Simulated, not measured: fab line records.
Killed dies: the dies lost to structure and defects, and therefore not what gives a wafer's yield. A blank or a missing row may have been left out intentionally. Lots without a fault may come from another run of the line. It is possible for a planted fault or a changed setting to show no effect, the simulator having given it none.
Which of the tools did it? + flow n5 finfet + 27 wafers from 9 lots sampled at 5 of the route's 1938 steps

== WHAT THE GAUGES READ, wafer by wafer ==
N5_BEOL_M4_RC_MEAS_101.
| lot  | measured     | on        | DIBL_N (mV/V)  | DIBL_P (mV/V)  | IOFF_N (nA/um)    | IOFF_P (nA/um)    | ION_N (uA/um) | ION_P (uA/um) | SS_N (mV/dec)  | SS_P (mV/dec)  | VT_N (mV)   | VT_P (mV)            |
|------|--------------|-----------|----------------|----------------|-------------------|-------------------|---------------|---------------|----------------|----------------|-------------|----------------------|
| L272 | day 11 17:06 | prober-02 | 37.6 38.0 37.2 | 37.8 38.8 37.7 | 0.163 0.179 0.159 | 0.190 0.210 0.185 | 677 678 670   | 453 461 452   | 72.0 72.1 71.9 | 73.5 73.9 73.5 | 249 250 249 | -252.8 -250.8 -255.0 |
| L273 | day 12 00:41 | prober-02 | 34.5 36.2 36.8 | 34.7 36.8 37.5 | 0.114 0.140 0.153 | 0.184 0.209 0.223 | 654 658 669   | 456 456 466   | 71.6 72.5 72.0 | 72.0 73.3 72.7 | 259 254 254 | -250.2 -248.9 -249.1 |
| L276 | day 12 14:11 | prober-02 | 34.3 34.9 35.4 | 34.7 35.8 36.5 | 0.131 0.144 0.149 | 0.183 0.193 0.196 | 677 670 668   | 454 459 457   | 71.0 72.1 71.8 | 72.3 73.5 73.2 | 253 251 254 | -253.8 -255.0 -253.3 |
| L278 | day 13 01:37 | prober-01 | 37.7 37.9 38.8 | 38.4 38.2 40.0 | 0.171 0.176 0.190 | 0.213 0.225 0.240 | 681 681 691   | 467 465 463   | 71.7 72.3 71.6 | 73.4 73.7 73.7 | 250 249 249 | -251.3 -249.6 -248.2 |
| L279 | day 13 13:28 | prober-01 | 37.7 36.4 38.5 | 37.1 35.4 38.0 | 0.167 0.154 0.188 | 0.210 0.189 0.223 | 682 687 690   | 461 463 471   | 71.6 71.4 71.9 | 74.3 73.1 73.9 | 249 249 245 | -251.9 -252.3 -251.3 |
| L280 | day 13 18:05 | prober-02 | 39.0 37.2 37.0 | 37.6 35.8 35.3 | 0.191 0.156 0.150 | 0.251 0.227 0.210 | 683 678 674   | 470 469 462   | 72.0 71.0 71.3 | 73.5 73.2 73.4 | 250 251 253 | -247.7 -247.3 -249.9 |
| L281 | day 13 23:07 | prober-02 | 34.7 34.6 33.9 | 36.0 35.4 34.7 | 0.134 0.130 0.116 | 0.192 0.187 0.168 | 678 661 665   | 465 459 456   | 71.1 71.7 71.0 | 72.3 72.1 72.4 | 252 251 254 | -251.0 -251.1 -252.2 |
| L282 | day 14 03:29 | prober-02 | 35.8 34.8 35.5 | 35.7 34.3 35.9 | 0.152 0.131 0.142 | 0.211 0.188 0.224 | 673 672 673   | 468 465 467   | 71.3 71.2 71.6 | 73.6 73.3 73.2 | 252 251 252 | -248.7 -250.2 -248.7 |
| L285 | day 15 06:20 | prober-02 | 37.0 35.1 36.8 | 38.0 36.5 38.2 | 0.164 0.139 0.174 | 0.233 0.205 0.235 | 669 669 676   | 468 465 467   | 71.6 71.4 71.8 | 73.6 72.4 72.8 | 250 252 249 | -249.7 -248.6 -249.1 |

== WHAT TOOL EACH LOT RAN ON (gives the tool, then ch and the chambers of the sampled wafers, and finally the start) ==
| lot  | N5_BEOL_M0_SAQP_MANDREL_ETCH_103 | N5_BEOL_M0_SAQP_RECESS_109         | N5_BEOL_M0_SAQP_ETCH_88            | N5_BEOL_M0_SAQP_CUT_ETCH_46        |
|------|----------------------------------|------------------------------------|------------------------------------|------------------------------------|
| L272 | rie si-02 ch 0,1,2, day 8 00:00  | vapor etch-02 ch 0,1, day 8 01:08  | rie diel-06 ch 2,3, day 8 02:39    | rie diel-06 ch 2,3, day 8 02:42    |
| L273 | rie si-03 ch 1,3, day 8 13:11    | vapor etch-02 ch 1, day 8 13:52    | rie diel-06 ch 0,2, day 8 15:58    | rie diel-06 ch 0,2, day 8 16:01    |
| L276 | rie si-01 ch 0,1,2, day 9 00:03  | vapor etch-02 ch 0,1, day 9 00:50  | rie diel-06 ch 1,2, day 9 02:57    | rie diel-06 ch 1,2, day 9 03:00    |
| L278 | rie si-01 ch 0,1, day 9 14:57    | vapor etch-02 ch 0,1, day 9 15:38  | rie diel-06 ch 0,2, day 9 17:35    | rie diel-06 ch 0,2, day 9 17:37    |
| L279 | rie si-02 ch 2,3, day 9 23:23    | vapor etch-02 ch 0,1, day 10 00:05 | rie diel-06 ch 0,2,3, day 10 01:53 | rie diel-06 ch 0,2,3, day 10 01:56 |
| L280 | rie si-01 ch 2,3, day 10 03:30   | vapor etch-02 ch 0,1, day 10 04:14 | rie diel-01 ch 0,1, day 10 05:52   | rie diel-01 ch 0,1, day 10 05:55   |
| L281 | rie si-01 ch 0,2,3, day 10 08:01 | vapor etch-02 ch 0, day 10 08:43   | rie diel-01 ch 1,2,3, day 10 10:31 | rie diel-01 ch 1,2,3, day 10 10:34 |
| L282 | rie si-03 ch 0,1, day 10 12:06   | vapor etch-02 ch 0,1, day 10 12:47 | rie diel-06 ch 1,2, day 10 14:33   | rie diel-06 ch 1,2, day 10 14:36   |
| L285 | rie si-03 ch 0,3, day 11 08:50   | vapor etch-01 ch 0, day 11 10:59   | rie diel-01 ch 0,1,3, day 11 12:25 | rie diel-01 ch 0,1,3, day 11 12:28 |
- N5_BEOL_M0_SAQP_MANDREL_ETCH_103: etches a-Si in HBr/Cl2, stops on SiCN, target depth 45 nm, bt time 10 s, time 27 s.
- N5_BEOL_M0_SAQP_RECESS_109: chemistry HF/NH3, target SiO2, target depth 3 nm, afs cycles 1, sublimation time 60 s.
- N5_BEOL_M0_SAQP_ETCH_88: etches underlayer in N2/H2, target depth 6.5 nm, time 5.2 s.
- N5_BEOL_M0_SAQP_CUT_ETCH_46: etches SOC in N2/H2, target depth 135 nm, overetch 27 nm, time 202.5 s.

== WHAT THE TOOLS THEMSELVES READ (means of the sampled wafers that have a number; where no wafer has one, the mark that the record gives instead) ==
N5_BEOL_M0_SAQP_MANDREL_ETCH_103.
| lot  | tool      | drypump motor current A (A) | oes product au (a.u.) | rf fwd power W (W) | throttle valve pct (%) |
|------|-----------|-----------------------------|-----------------------|--------------------|------------------------|
| L272 | rie si-02 | 6.1                         | 0.684                 | 793.4              | 35.35                  |
| L273 | rie si-03 | 5.7                         | 0.678                 | 794.0              | 35.06                  |
| L276 | rie si-01 | 6.0                         | 0.682                 | 790.4              | 35.38                  |
| L278 | rie si-01 | 5.9                         | 0.678                 | 793.6              | 35.34                  |
| L279 | rie si-02 | 6.6                         | 0.681                 | 797.8              | 35.52                  |
| L280 | rie si-01 | 6.3                         | 0.677                 | 791.3              | 35.44                  |
| L281 | rie si-01 | 6.1                         | 0.680                 | 793.3              | 35.55                  |
| L282 | rie si-03 | 6.2                         | 0.672                 | 795.3              | 35.10                  |
| L285 | rie si-03 | 5.5                         | 0.682                 | 793.8              | 35.09                  |

N5_BEOL_M0_SAQP_RECESS_109.
| lot  | tool          | drypump motor current A (A) |
|------|---------------|-----------------------------|
| L272 | vapor etch-02 | 5.4                         |
| L273 | vapor etch-02 | 6.3                         |
| L276 | vapor etch-02 | 5.5                         |
| L278 | vapor etch-02 | 5.9                         |
| L279 | vapor etch-02 | 5.9                         |
| L280 | vapor etch-02 | 5.5                         |
| L281 | vapor etch-02 | 5.1                         |
| L282 | vapor etch-02 | 5.9                         |
| L285 | vapor etch-01 | 5.1                         |

N5_BEOL_M0_SAQP_ETCH_88.
| lot  | tool        | drypump motor current A (A) | etch rf on time s (s) | oes product au (a.u.) | rf fwd power W (W) | rf vpp V (V) | showerhead plenum p Torr (Torr) | throttle valve pct (%) |
|------|-------------|-----------------------------|-----------------------|-----------------------|--------------------|--------------|---------------------------------|------------------------|
| L272 | rie diel-06 | 6.1                         | 5.13                  | 0.75                  | 818.2              | 524.3        | 2.54                            | 17.99                  |
| L273 | rie diel-06 | 6.4                         | 5.07                  | 0.80                  | 819.4              | 524.9        | 2.60                            | 17.75                  |
| L276 | rie diel-06 | 6.1                         | 5.14                  | 0.75                  | 821.3              | 525.3        | 2.57                            | 17.89                  |
| L278 | rie diel-06 | 6.4                         | 4.83                  | 0.81                  | 883.2              | 513.8        | 2.60                            | 17.76                  |
| L279 | rie diel-06 | 6.0                         | 4.83                  | 0.74                  | 888.6              | 511.9        | 2.54                            | 17.95                  |
| L280 | rie diel-01 | 6.3                         | 5.20                  | 0.70                  | 820.6              | 524.8        | 2.57                            | 17.76                  |
| L281 | rie diel-01 | 5.7                         | 5.20                  | 0.70                  | 818.4              | 522.6        | 2.50                            | 17.72                  |
| L282 | rie diel-06 | 5.5                         | 4.98                  | 0.70                  | 887.4              | 511.8        | 2.54                            | 17.93                  |
| L285 | rie diel-01 | 5.9                         | 5.22                  | 0.71                  | 817.6              | 523.4        | 2.54                            | 17.70                  |

N5_BEOL_M0_SAQP_CUT_ETCH_46.
| lot  | tool        | drypump motor current A (A) | rf fwd power W (W) | rf vpp V (V) | showerhead plenum p Torr (Torr) | throttle valve pct (%) |
|------|-------------|-----------------------------|--------------------|--------------|---------------------------------|------------------------|
| L272 | rie diel-06 | 6.1                         | 839.6              | 524.3        | 2.54                            | 17.94                  |
| L273 | rie diel-06 | 6.4                         | 838.7              | 525.3        | 2.60                            | 17.70                  |
| L276 | rie diel-06 | 6.1                         | 836.3              | 525.5        | 2.57                            | 17.83                  |
| L278 | rie diel-06 | 6.4                         | 836.2              | 525.5        | 2.60                            | 17.70                  |
| L279 | rie diel-06 | 6.0                         | 839.4              | 523.4        | 2.54                            | 17.91                  |
| L280 | rie diel-01 | 6.3                         | 837.2              | 524.1        | 2.57                            | 17.73                  |
| L281 | rie diel-01 | 5.7                         | 837.8              | 523.3        | 2.50                            | 17.67                  |
| L282 | rie diel-06 | 5.5                         | 837.9              | 525.2        | 2.54                            | 17.86                  |
| L285 | rie diel-01 | 5.9                         | 835.8              | 523.9        | 2.54                            | 17.63                  |

== THE ANSWER, worked out from the rows above alone ==
Rule: the lots themselves supply what counts as usual. Put in order of their means at a reading, lots are off if they are a third of the lots or fewer, leave a main group of 4 or more, and stand apart from it by a gap of 3 or more times the standard deviation of the main group's means; of several such gaps the widest counts. A main group is skipped when, at the precision printed for the reading in the tables above, its means are all equal. A lot without any number at a reading at which 4 lots or more have one is off too. Any other lot the step has rows for is counted as sound. First the gauges in route order, then the tools' own readings, where a lot's mean is used as printed above. At the first step where some lot is off, the reading lying furthest off is the one used; lots without a number count as furthest.
Off: L278, L279, L282, at N5_BEOL_M0_SAQP_ETCH_88 (rf fwd power W). For the main group the mean is 819.2 W and the standard deviation 1.3.
A tool fits if, at that step or a process step before it, it ran every lot that is off, and no sound lot after the first of them. One fits: rie diel-06 at N5_BEOL_M0_SAQP_ETCH_88. Its last sound lot is L276 (day 9 02:57), its first lot that is off L278 (day 9 17:35): a fault that began between those two fits.
The tool's own readings at N5_BEOL_M0_SAQP_ETCH_88 bear it out: on the lots that are off they differ by more than 5 times the standard deviation of the sound lots' means. etch rf on time s reads 4.88 s there against 5.16 s on the sound lots; rf fwd power W reads 886.4 W there against 819.2 W on the sound lots; rf vpp V reads 512.5 V there against 524.2 V on the sound lots.

== WHAT THE SIMULATOR PUT IN ==
rie diel-06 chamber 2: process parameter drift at N5_BEOL_M0_SAQP_ETCH_88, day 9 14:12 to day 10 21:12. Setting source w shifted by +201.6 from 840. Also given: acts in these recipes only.
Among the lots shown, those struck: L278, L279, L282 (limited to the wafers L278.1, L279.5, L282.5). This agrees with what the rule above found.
